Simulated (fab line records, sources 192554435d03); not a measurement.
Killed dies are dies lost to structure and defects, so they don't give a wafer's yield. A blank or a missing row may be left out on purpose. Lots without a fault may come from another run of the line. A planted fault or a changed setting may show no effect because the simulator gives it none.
Which tool did it? | flow n5_finfet | 24 lots, 72 wafers sampled, at 4 steps of a route of 1938

WHAT THE GAUGES READ, wafer by wafer
N5_BEOL_M8_THK_MEAS_01.
lot  | measured     | on            | M8_ILD_THK (nm)
L074 | day 9 04:58  | film_metro-02 | 153.0 152.2 155.7
L075 | day 9 11:06  | film_metro-01 | 153.1 155.9 156.6
L076 | day 9 13:35  | film_metro-02 | 152.9 154.9 156.0
L078 | day 9 15:25  | film_metro-02 | 154.0 157.2 156.1
L077 | day 9 19:17  | film_metro-01 | 154.5 158.9 156.7
L079 | day 10 06:17 | film_metro-01 | 154.0 157.0 156.2
L080 | day 11 00:06 | film_metro-01 | 153.1 156.9 152.3
L081 | day 11 14:59 | film_metro-02 | 151.4 153.4 154.2
L084 | day 11 15:25 | film_metro-02 | 153.8 153.7 155.1
L083 | day 11 14:42 | film_metro-01 | 153.8 155.8 155.4
L082 | day 11 17:12 | film_metro-01 | 151.3 155.6 156.9
L085 | day 11 18:51 | film_metro-01 | 155.0 157.4 157.5
L087 | day 11 19:04 | film_metro-01 | 153.7 150.4 154.5
L086 | day 11 23:44 | film_metro-01 | 153.5 153.1 153.8
L089 | day 13 02:44 | film_metro-01 | 155.6 152.1 157.5
L088 | day 13 05:25 | film_metro-02 | 154.5 155.3 155.6
L090 | day 13 06:25 | film_metro-01 | 154.7 157.4 157.6
L091 | day 13 13:32 | film_metro-01 | 154.4 155.4 154.8
L092 | day 13 13:15 | film_metro-01 | 153.8 154.3 154.5
L093 | day 14 00:05 | film_metro-01 | 153.3 153.5 155.9
L095 | day 14 08:50 | film_metro-02 | 155.7 156.6 154.8
L094 | day 14 14:28 | film_metro-02 | 154.3 152.6 155.8
L097 | day 14 20:17 | film_metro-02 | 156.6 154.2 157.0
L096 | day 15 14:23 | film_metro-01 | 153.0 157.8 155.5

WHICH TOOL RAN EACH LOT (tool, then ch and the chambers of the sampled wafers, then the start)
lot  | N5_BEOL_M6_SURFACE_TREAT_79  | N5_BEOL_M7_ANNEAL_51             | N5_BEOL_M8_CURE_74
L074 | pvd_sputter-01, day 8 21:08  | rtp_anneal-01 ch 0, day 9 03:37  | uv_cure-03 ch 1, day 9 04:28
L075 | pvd_sputter-03, day 8 22:50  | rtp_anneal-01 ch 0, day 9 09:44  | uv_cure-03 ch 2, day 9 10:35
L076 | pvd_sputter-01, day 9 03:25  | rtp_anneal-01 ch 0, day 9 12:12  | uv_cure-01 ch 2, day 9 13:04
L078 | pvd_sputter-01, day 9 07:44  | rtp_anneal-01 ch 0, day 9 13:40  | uv_cure-02 ch 2, day 9 14:44
L077 | pvd_sputter-01, day 9 09:18  | rtp_anneal-01 ch 0, day 9 17:55  | uv_cure-03 ch 0, day 9 18:51
L079 | pvd_sputter-01, day 9 20:13  | rtp_anneal-02 ch 0, day 10 04:54 | uv_cure-03 ch 1, day 10 05:51
L080 | pvd_sputter-01, day 10 08:31 | rtp_anneal-02 ch 0, day 10 22:50 | uv_cure-01 ch 0, day 10 23:45
L081 | pvd_sputter-01, day 11 05:26 | rtp_anneal-01 ch 0, day 11 13:38 | uv_cure-03 ch 1, day 11 14:28
L084 | pvd_sputter-02, day 11 06:12 | rtp_anneal-02 ch 0, day 11 14:06 | uv_cure-01 ch 1, day 11 14:59
L083 | pvd_sputter-02, day 11 06:59 | rtp_anneal-02 ch 0, day 11 13:23 | uv_cure-01 ch 1, day 11 14:16
L082 | pvd_sputter-01, day 11 07:26 | rtp_anneal-01 ch 0, day 11 15:50 | uv_cure-01 ch 0, day 11 16:41
L085 | pvd_sputter-01, day 11 09:08 | rtp_anneal-01 ch 0, day 11 17:28 | uv_cure-03 ch 0, day 11 18:20
L087 | pvd_sputter-03, day 11 09:11 | rtp_anneal-02 ch 0, day 11 17:42 | uv_cure-02 ch 1, day 11 18:34
L086 | pvd_sputter-02, day 11 14:11 | rtp_anneal-02 ch 0, day 11 21:53 | uv_cure-01 ch 2, day 11 23:13
L089 | pvd_sputter-01, day 12 18:01 | rtp_anneal-01 ch 0, day 13 01:22 | uv_cure-03 ch 0, day 13 02:13
L088 | pvd_sputter-02, day 12 18:49 | rtp_anneal-01 ch 0, day 13 04:06 | uv_cure-01 ch 2, day 13 04:59
L090 | pvd_sputter-02, day 12 21:38 | rtp_anneal-01 ch 0, day 13 05:07 | uv_cure-02 ch 2, day 13 06:03
L091 | pvd_sputter-02, day 13 00:16 | rtp_anneal-02 ch 0, day 13 12:13 | uv_cure-02 ch 2, day 13 13:05
L092 | pvd_sputter-01, day 13 00:44 | rtp_anneal-02 ch 0, day 13 11:56 | uv_cure-01 ch 2, day 13 12:49
L093 | pvd_sputter-02, day 13 11:12 | rtp_anneal-01 ch 0, day 13 22:41 | uv_cure-02 ch 1, day 13 23:34
L095 | pvd_sputter-03, day 13 18:46 | rtp_anneal-02 ch 0, day 14 07:02 | uv_cure-02 ch 1, day 14 08:10
L094 | pvd_sputter-03, day 14 02:42 | rtp_anneal-01 ch 0, day 14 12:59 | uv_cure-03 ch 0, day 14 14:01
L097 | pvd_sputter-02, day 14 12:26 | rtp_anneal-01 ch 0, day 14 18:53 | uv_cure-02 ch 2, day 14 19:46
L096 | pvd_sputter-02, day 15 04:20 | rtp_anneal-01 ch 0, day 15 12:46 | uv_cure-02 ch 0, day 15 14:02
- N5_BEOL_M6_SURFACE_TREAT_79
- N5_BEOL_M7_ANNEAL_51: time 90 s.
- N5_BEOL_M8_CURE_74: cures SiCOH lowk, time 240 s.

WHAT THE TOOLS THEMSELVES READ (means of the sampled wafers that have a number; where no wafer has one, the mark that the record gives instead)
N5_BEOL_M6_SURFACE_TREAT_79.
lot  | tool           | ar_flow_sccm (sccm)
L074 | pvd_sputter-01 | 30.13
L075 | pvd_sputter-03 | 30.06
L076 | pvd_sputter-01 | 29.97
L078 | pvd_sputter-01 | 29.88
L077 | pvd_sputter-01 | 30.06
L079 | pvd_sputter-01 | 29.97
L080 | pvd_sputter-01 | 30.08
L081 | pvd_sputter-01 | 30.01
L084 | pvd_sputter-02 | 30.03
L083 | pvd_sputter-02 | 29.96
L082 | pvd_sputter-01 | 29.94
L085 | pvd_sputter-01 | 29.95
L087 | pvd_sputter-03 | 29.90
L086 | pvd_sputter-02 | 29.92
L089 | pvd_sputter-01 | 30.02
L088 | pvd_sputter-02 | 30.01
L090 | pvd_sputter-02 | 29.96
L091 | pvd_sputter-02 | 30.08
L092 | pvd_sputter-01 | 30.03
L093 | pvd_sputter-02 | 29.96
L095 | pvd_sputter-03 | 29.93
L094 | pvd_sputter-03 | 30.00
L097 | pvd_sputter-02 | 29.92
L096 | pvd_sputter-02 | 29.94

N5_BEOL_M7_ANNEAL_51.
lot  | tool          | wafer_temp_C_max
L074 | rtp_anneal-01 | 226.2
L075 | rtp_anneal-01 | 226.6
L076 | rtp_anneal-01 | 226.1
L078 | rtp_anneal-01 | 226.2
L077 | rtp_anneal-01 | 226.2
L079 | rtp_anneal-02 | 225.5
L080 | rtp_anneal-02 | 225.6
L081 | rtp_anneal-01 | 226.3
L084 | rtp_anneal-02 | 225.8
L083 | rtp_anneal-02 | 225.7
L082 | rtp_anneal-01 | 226.2
L085 | rtp_anneal-01 | 226.3
L087 | rtp_anneal-02 | 225.9
L086 | rtp_anneal-02 | 225.7
L089 | rtp_anneal-01 | 226.3
L088 | rtp_anneal-01 | 226.1
L090 | rtp_anneal-01 | 226.1
L091 | rtp_anneal-02 | 225.8
L092 | rtp_anneal-02 | 225.7
L093 | rtp_anneal-01 | 226.2
L095 | rtp_anneal-02 | 225.7
L094 | rtp_anneal-01 | 226.2
L097 | rtp_anneal-01 | 226.3
L096 | rtp_anneal-01 | 225.9

N5_BEOL_M8_CURE_74.
lot  | tool       | lamp_power_pct (%) | wafer_temp_C_max
L074 | uv_cure-03 | 52.29              | 387.1
L075 | uv_cure-03 | 52.30              | 386.9
L076 | uv_cure-01 | 52.24              | 387.2
L078 | uv_cure-02 | 52.32              | 386.4
L077 | uv_cure-03 | 52.30              | 386.0
L079 | uv_cure-03 | 52.31              | 387.0
L080 | uv_cure-01 | 52.36              | 386.1
L081 | uv_cure-03 | 52.28              | 387.4
L084 | uv_cure-01 | 52.30              | 386.5
L083 | uv_cure-01 | 52.30              | 387.2
L082 | uv_cure-01 | 52.36              | 386.1
L085 | uv_cure-03 | 52.34              | 386.5
L087 | uv_cure-02 | 52.32              | 387.4
L086 | uv_cure-01 | 52.30              | 386.6
L089 | uv_cure-03 | 52.27              | 386.3
L088 | uv_cure-01 | 52.34              | 387.5
L090 | uv_cure-02 | 52.31              | 386.0
L091 | uv_cure-02 | 52.28              | 386.2
L092 | uv_cure-01 | 52.27              | 387.0
L093 | uv_cure-02 | 52.33              | 387.1
L095 | uv_cure-02 | 52.32              | 387.2
L094 | uv_cure-03 | 52.38              | 387.2
L097 | uv_cure-02 | 52.30              | 386.3
L096 | uv_cure-02 | 52.36              | 386.9

THE ANSWER, worked out from the rows above alone
Rule: what is usual is taken from the lots themselves. Put in order of their means at a reading, lots are off if they are a third of the lots or fewer, leave a main group of 4 or more, and stand apart from it by a gap of 3 or more times the standard deviation of the main group's means; of several such gaps the widest counts. A main group whose means are all the same, to the digits that the tables above print for the reading, isn't used. A lot without any number at a reading at which 4 lots or more have one is off too. The other lots that the step has rows for count as sound. The gauges are gone through in route order, then the tools' own readings, and for those a lot's mean is taken as printed above. The first step at which some lot is off is used, and at that step the reading that is off furthest; a lot without a number counts as furthest.
No lot is off at any reading shown: from this, nothing can be told.

WHAT THE SIMULATOR HAD PUT IN
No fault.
